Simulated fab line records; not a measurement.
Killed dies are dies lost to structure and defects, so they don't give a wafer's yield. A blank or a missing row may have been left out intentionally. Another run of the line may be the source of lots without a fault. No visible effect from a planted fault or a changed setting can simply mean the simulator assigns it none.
Comparing a struck lot with a sound one    flow n5_finfet    15 out of 1938 route steps
Sound: wafers L276.3, L276.4, L276.6. The struck wafers were L287.2, L287.4, L287.5. Last of all comes the cause.
For every step that has rows: the tool of each side, followed by ch and its chambers, followed by its first start. Under that, the readings that differ: sound wafers    struck wafers    difference of the means    sigmas: that difference in standard deviations of wafers without a fault.
alike: same words and numbers on both sides, and readings whose means sit less than 2 such deviations apart. not compared: any withheld reading, any reading some wafer has no value for, any bound like >300 that may hide the same value, and any number with overlapping values for which the record gives no deviation.
Wherever a step has rows on one side only, a row that says differs or no value, or a row with sigmas, the two part there. When numbers do not overlap yet have no deviation, they are printed without sigmas and do not part them. Lack of a reading on every wafer of one side parts them only where that side has two or more wafers.

first, 1 step without rows for these wafers: N5_BEOL_M15_HARDBAKE_14 (time 120 s).
N5_BEOL_M15_CD_MEAS_10: target cd 360 nm.
  sound on cd_sem-02 ch 0, day 11 11:07; struck on cd_sem-03 ch 0, day 14 22:55
  alike: cd_nm
N5_BEOL_M15_OVL_MEAS_11:
  sound on overlay-02 ch 0, day 11 11:08; struck on overlay-02 ch 0, day 14 22:58
reading       sound      struck  difference  sigmas
V14_OVL (nm)  -9 -10 -5  9 7 2   +14         +3
N5_BEOL_M15_INSPECT_12: inspects for defects (macro).
  sound on defect_inspect-02, day 11 11:10; struck on defect_inspect-02, day 14 22:59
  alike: raw_defect_count
N5_BEOL_M15_DESCUM_15: chemistry O2, time 7.9 s.
  sound on rie_diel-06 ch 0,1,2, day 11 11:15; struck on rie_diel-02 ch 0,2,3, day 14 23:01
  alike: drypump_motor_current_A, oes_product_au, rf_vpp_V, showerhead_plenum_p_Torr, temp_c, throttle_valve_pct
  not compared: rf_hours_counter_h
N5_BEOL_M15_ETCH_59: etches BARC in N2/H2, target depth 89 nm, overetch 26.7 nm, time 67.9 s.
  sound on rie_diel-06 ch 0,1,2, day 11 11:17; struck on rie_diel-02 ch 0,2,3, day 14 23:03
  alike: drypump_motor_current_A, n2_flow_sccm, oes_product_au, rf_vpp_V, showerhead_plenum_p_Torr, throttle_valve_pct
  not compared: rf_hours_counter_h
then, 1 step without rows for these wafers: N5_BEOL_M15_VIA_ETCH_16 (etches SiO2 in C4F8/O2/Ar, target depth 1792.2 nm).
N5_BEOL_M15_STRIP_63: strips in O2.
  sound: rie_diel-06 ch 0,1,2; struck: rie_diel-02 ch 0,2,3
  alike: drypump_motor_current_A, oes_product_au, rf_vpp_V, showerhead_plenum_p_Torr, temp_c, throttle_valve_pct
  not compared: rf_hours_counter_h
N5_BEOL_M15_STRIP_64: strips in O2.
  sound: rie_diel-06 ch 0,1,2; struck: rie_diel-02 ch 0,2,3
  alike: drypump_motor_current_A, oes_product_au, rf_vpp_V, showerhead_plenum_p_Torr, temp_c, throttle_valve_pct
  not compared: rf_hours_counter_h
then, 2 steps without rows for these wafers: N5_BEOL_M15_STRIP_65 (strips in post etch residue remover, time 60 s); N5_BEOL_M15_SRD_66 (time 30 s, dry time 30 s).
N5_BEOL_M15_CD_MEAS_17: target cd 360 nm.
  sound on cd_sem-02, day 11 11:45; struck on cd_sem-01, day 14 23:31
reading     sound        struck       difference  sigmas
cd_nm (nm)  367 362 374  359 362 362  -7          -2
N5_BEOL_M15_COAT_56: time 60 s, resist thk 550 nm.
  sound on litho_track-02 ch 0, day 11 11:47; struck on litho_track-01 ch 0, day 14 23:33
reading                                    sound                 struck                difference  sigmas
spin_speed_rpm (rpm)                       1500.1 1499.6 1499.1  1566.3 1567.0 1566.1  +66.9       +56
model.SOC_of_BEOL_M15_COAT_56.thk_nm (nm)  548.4 551 548.4       537.2 536.4 538.4     -11.9       
N5_BEOL_M15_ETCH_57: etches SOC in N2/H2, time 750 s.
  sound on rie_diel-02 ch 0,2,3, day 11 11:51; struck on rie_diel-02 ch 0,2,3, day 14 23:37
  alike: drypump_motor_current_A, n2_flow_sccm, oes_product_au, rf_vpp_V, showerhead_plenum_p_Torr, throttle_valve_pct
  not compared: rf_hours_counter_h
N5_PASSIVATION_PROBE_49:
  sound on prober-01, day 12 04:50; struck on prober-02, day 15 20:13
reading              sound     struck    difference  sigmas
killed_at_front_end  48 52 48  22 33 27  -22         -2
  alike: defect_limited_yield, killed_at_M0_to_M3, killed_at_M4_up, killed_at_contacts, killed_at_other, killed_dies, killed_open, killed_short, sort_bin_5_function, sort_bin_6_memory, sort_bin_8_speed, sort_n_pass, sort_yield_pct

WHERE THEY PART
At N5_BEOL_M15_OVL_MEAS_11 first; at N5_PASSIVATION_PROBE_49 last (within this record only).

WHY: the cause the simulator had injected
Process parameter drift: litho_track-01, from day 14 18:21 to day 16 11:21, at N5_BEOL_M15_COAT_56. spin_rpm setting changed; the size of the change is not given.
